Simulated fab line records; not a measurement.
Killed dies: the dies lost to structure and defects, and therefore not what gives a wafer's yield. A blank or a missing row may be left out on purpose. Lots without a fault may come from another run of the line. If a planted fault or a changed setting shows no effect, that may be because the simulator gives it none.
Chamber matching || flow n5-finfet || rie-diel-01 running N5_FIN_SAQP_HM_OPEN_33: 4 sister chambers
The step chemistry CH3F/O2, target SiNx, target depth 49.4 nm, time 70.6 s. 8 wafers are shown with their chamber, then 9 later ones without.

## WAFERS PAIRED WITH THEIR CHAMBERS
{"wafer": "L084.6", "chamber": 1, "rf-vpp-V (V)": 294, "showerhead-plenum-p-Torr (Torr)": 2.04}
{"wafer": "L088.1", "chamber": 3, "rf-vpp-V (V)": 300, "showerhead-plenum-p-Torr (Torr)": 2.07}
{"wafer": "L088.3", "chamber": 2, "rf-vpp-V (V)": 307, "showerhead-plenum-p-Torr (Torr)": 2.05}
{"wafer": "L090.2", "chamber": 3, "rf-vpp-V (V)": 301, "showerhead-plenum-p-Torr (Torr)": 2.07}
{"wafer": "L090.3", "chamber": 1, "rf-vpp-V (V)": 296, "showerhead-plenum-p-Torr (Torr)": 2.03}
{"wafer": "L091.1", "chamber": 0, "rf-vpp-V (V)": 291, "showerhead-plenum-p-Torr (Torr)": 2.03}
{"wafer": "L091.3", "chamber": 2, "rf-vpp-V (V)": 307, "showerhead-plenum-p-Torr (Torr)": 2.05}
{"wafer": "L091.6", "chamber": 0, "rf-vpp-V (V)": 291, "showerhead-plenum-p-Torr (Torr)": 2.03}

## WAFERS WITH NO CHAMBER GIVEN
{"wafer": "L094.2", "rf-vpp-V (V)": 295, "showerhead-plenum-p-Torr (Torr)": 2.03}
{"wafer": "L094.3", "rf-vpp-V (V)": 306, "showerhead-plenum-p-Torr (Torr)": 2.05}
{"wafer": "L094.6", "rf-vpp-V (V)": 290, "showerhead-plenum-p-Torr (Torr)": 2.02}
{"wafer": "L095.2", "rf-vpp-V (V)": 301, "showerhead-plenum-p-Torr (Torr)": 2.07}
{"wafer": "L095.4", "rf-vpp-V (V)": 296, "showerhead-plenum-p-Torr (Torr)": 2.03}
{"wafer": "L095.5", "rf-vpp-V (V)": 295, "showerhead-plenum-p-Torr (Torr)": 2.03}
{"wafer": "L097.2", "rf-vpp-V (V)": 301, "showerhead-plenum-p-Torr (Torr)": 2.07}
{"wafer": "L097.3", "rf-vpp-V (V)": 291, "showerhead-plenum-p-Torr (Torr)": 2.02}
{"wafer": "L097.5", "rf-vpp-V (V)": 308, "showerhead-plenum-p-Torr (Torr)": 2.04}

## WHICH CHAMBER EACH ONE RAN IN
{"wafer": "L094.2", "from the rows above": 1, "in truth": 1}
{"wafer": "L094.3", "from the rows above": 2, "in truth": 2}
{"wafer": "L094.6", "from the rows above": 0, "in truth": 0}
{"wafer": "L095.2", "from the rows above": 3, "in truth": 3}
{"wafer": "L095.4", "from the rows above": 1, "in truth": 1}
{"wafer": "L095.5", "from the rows above": 1, "in truth": 1}
{"wafer": "L097.2", "from the rows above": 3, "in truth": 3}
{"wafer": "L097.3", "from the rows above": 0, "in truth": 0}
{"wafer": "L097.5", "from the rows above": 2, "in truth": 2}
Correctly placed: 9 of 9. Left unplaced by these rows: 0. Number placed wrongly: 0.
How it was worked out, from the rows above alone: a wafer's distance from a chamber is the root of the sum, over the readings, of the square of ((its reading less the chamber's mean) divided by the reading's scatter). If the next closest chamber is less than 2 further off than the closest, the wafer can't be placed; otherwise it belongs to the closest. A chamber's mean is the mean of its shown wafers. How the scatter is found: for the shown wafers, subtract from each reading the mean of its chamber, square and add these, divide the total by (wafers less chambers), then take the root.
